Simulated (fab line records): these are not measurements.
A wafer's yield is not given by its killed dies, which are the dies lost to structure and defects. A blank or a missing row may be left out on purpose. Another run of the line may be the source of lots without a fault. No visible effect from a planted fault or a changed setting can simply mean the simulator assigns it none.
Matching of chambers + flow nandHarc + 4 sister chambers for NHARC_A_WL_FILL_ALD_02 on aldMetal-02
The step deposits TiN, target thk 2 nm, pulse time 3 s, ald cycles 100. 8 wafers are shown with their chamber, then 7 later ones without.

## WAFERS, EACH WITH ITS CHAMBER
| wafer  | chamber | heaterPowerW (W) | precursorPulseHeightRel |
|--------|---------|------------------|-------------------------|
| L082.1 | 3       | 1089             | 0.990                   |
| L088.3 | 1       | 1024             | 0.983                   |
| L088.4 | 0       | 959              | 1.027                   |
| L091.3 | 3       | 1060             | 0.971                   |
| L091.5 | 2       | 1137             | 1.006                   |
| L091.6 | 1       | 1005             | 1.014                   |
| L093.2 | 0       | 1001             | 1.014                   |
| L093.3 | 2       | 1090             | 1.020                   |

## WAFERS WITHOUT THEIR CHAMBER
| wafer  | heaterPowerW (W) | precursorPulseHeightRel |
|--------|------------------|-------------------------|
| L093.6 | 1090             | 0.976                   |
| L096.1 | 989              | 0.982                   |
| L096.3 | 1101             | 1.001                   |
| L096.6 | 1146             | 0.962                   |
| L097.2 | 1018             | 1.011                   |
| L097.5 | 992              | 0.979                   |
| L097.6 | 1104             | 1.027                   |

## EACH ONE'S CHAMBER
| wafer  | from the rows above          | in truth                   |
|--------|------------------------------|----------------------------|
| L093.6 | 3                            | 3                          |
| L096.1 | can't be placed: 1 or 0 or 3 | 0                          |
| L096.3 | can't be placed: 2 or 3      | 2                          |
| L096.6 | can't be placed: 3 or 2      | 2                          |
| L097.2 | can't be placed: 1 or 0      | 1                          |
| L097.5 | can't be placed: 1 or 0 or 3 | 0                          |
| L097.6 | 2                            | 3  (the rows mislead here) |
Correctly placed: 1 of 7. Not placeable from these rows: 5 (in 5, the candidates include the true chamber). Placed wrongly: 1.
How it was worked out, from the rows above alone: a wafer's distance from a chamber is the root of the sum, over the readings, of the square of ((its reading less the chamber's mean) divided by the reading's scatter). If the next closest chamber is less than 2 further off than the closest, the wafer can't be placed; otherwise it belongs to the closest. The mean given for a chamber averages the wafers shown for that chamber. The scatter: take each reading less its chamber's mean, square it, sum over the shown wafers, divide by the number of wafers less the number of chambers, and take the root.
